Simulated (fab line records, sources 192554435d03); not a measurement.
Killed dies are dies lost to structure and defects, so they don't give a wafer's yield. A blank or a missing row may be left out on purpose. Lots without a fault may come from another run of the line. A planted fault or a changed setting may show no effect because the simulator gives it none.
Split-lot experiment | flow n5_finfet | 7 lots, 21 wafers read, on a route of 1938 steps

THE SPLIT
At N5_BEOL_M0_TRENCH_ETCH_107 (etches SiOC in C4F6/O2, target depth 32.8 nm, time 16.4 s), the setting target_depth_a was moved away from the recipe's 328 angstrom on 8 of the 21 wafers read, by -9.1% to +8.0%. The other wafers ran this setting at the recipe's value.

FROM THE SPLIT TO THE READING: what the file shows between them, 1 step
- N5_BEOL_M0_STRIP_142: strips in N2/H2, time 10 s

THE READING
trench_depth_nm, in nm, at N5_BEOL_M0_OCD_MEAS_108. Fault-free wafers of this fab line usually give 32.8 nm, standard deviation 0.61 nm.

wafer  | tool, chamber at the split | target_depth_a as run, angstrom | against the recipe | trench_depth_nm, nm | against lot-mates on the recipe
L075.3 | rie_diel-04, 0,1           | 298.3                           | -9.1%              | 29.7                | -3.6
L075.5 | rie_diel-04, 2             | 328                             | recipe             | 33.3                | -
L075.6 | rie_diel-04, 0,1           | 298.3                           | -9.1%              | 29.3                | -4.0
L077.2 | rie_diel-04, 1,0           | 328                             | recipe             | 32.2                | -
L077.3 | rie_diel-04, 1,0           | 328                             | recipe             | 32.2                | -
L077.6 | rie_diel-04, 2             | 354.2                           | +8.0%              | 35.8                | +3.6
L079.1 | rie_diel-06, 1             | 328                             | recipe             | 32.7                | -
L079.3 | rie_diel-06, 3             | 304.8                           | -7.1%              | 31.2                | -1.5
L079.6 | rie_diel-06, 3             | 304.8                           | -7.1%              | 30.5                | -2.2
L085.2 | rie_diel-06, 0,2           | 328                             | recipe             | 32.4                | -
L085.5 | rie_diel-06, 0,2           | 328                             | recipe             | 33.0                | -
L085.6 | rie_diel-06, 3             | 328                             | recipe             | 33.1                | -
L089.3 | rie_diel-06, 1             | 298.8                           | -8.9%              | 29.7                | -2.9
L089.4 | rie_diel-06, 2             | 328                             | recipe             | 32.8                | -
L089.6 | rie_diel-06, 2             | 328                             | recipe             | 32.5                | -
L091.1 | rie_diel-04, 2             | 316.3                           | -3.6%              | 31.5                | -2.4
L091.4 | rie_diel-04, 1             | 328                             | recipe             | 33.9                | -
L091.6 | rie_diel-04, 0             | 316.3                           | -3.6%              | 33.5                | -0.4
L096.1 | rie_diel-02, 0             | 328                             | recipe             | 33.0                | -
L096.5 | rie_diel-02, 3             | 328                             | recipe             | 31.3                | -
L096.6 | rie_diel-02, 2             | 328                             | recipe             | 32.4                | -
Where a row lists several chambers, the file gives one row for several wafers and doesn't say which wafer went through which chamber.

THE FIT
A straight line over all 21 wafers: trench_depth_nm changes by +0.328 nm for each +1% of target_depth_a; r = +0.89; the points scatter about the line by 0.71 nm.
The same after taking each lot's own level away (the mean of its wafers on the recipe; 21 wafers): +0.378 nm for each +1%; r = +0.94; scatter 0.57 nm.
On that fit, the largest move of target_depth_a shifts the reading by 3.4 nm.
The lots' own levels span 32.20 to 33.90 nm, that is 2.8 times the standard deviation above.
So the lot-to-lot level changes the slope: the two fits differ.
Check: with one of the wafers moved furthest among these (-9.1%) left out of the fit, the line predicts -3.27 nm for it against its lot-mates. It came out at -3.6 nm against them.

OTHER SPLITS ON THESE WAFERS
These wafers also went through other splits before the reading. Each is held against what the fit with the lots' levels taken away leaves over:
other split on the same wafers          | wafers away from the commonest value | r with trench_depth_nm (lot level and that fit taken away)
N5_SD_EPI_N_PRECLEAN_49 time_s          | 9                                    | +0.13
N5_SDB_COAT_05 spin_rpm                 | 6                                    | +0.36
N5_HKMG_FIN_COAT_30 spin_rpm            | 5                                    | -0.33
N5_MOL_CONTACT_COAG_ALD_27 time_s       | 4                                    | -0.26
N5_BEOL_M0_SAQP_HM_DEP_111 time_s       | 9                                    | -0.01
N5_BEOL_M0_SAQP_COAT_82 time_s          | 9                                    | +0.22
N5_BEOL_M0_SAQP_SPACER1_ALD_98 temp_c   | 8                                    | -0.34
N5_BEOL_M0_SAQP_ETCH_106 target_depth_a | 7                                    | +0.09

THE WHOLE CHAIN: every reading that the file lists as answering this split, in the file's order
step                       | what it does                                              | reading                                                                   | change (the file's fit)               | r (the file's)
N5_BEOL_M0_TRENCH_ETCH_107 | etches SiOC in C4F6/O2, target depth 32.8 nm, time 16.4 s | BEOL_M0.feature_depth_nm (the simulator's own value, which no gauge read) | +0.351 nm for each +1% of the setting | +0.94
N5_BEOL_M0_OCD_MEAS_108    |                                                           | trench_depth_nm                                                           | +0.373 nm for each +1% of the setting | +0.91

THE FILE'S OWN FIT
trench_depth_nm changes by +0.373 nm for each +1% of target_depth_a, r = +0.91.
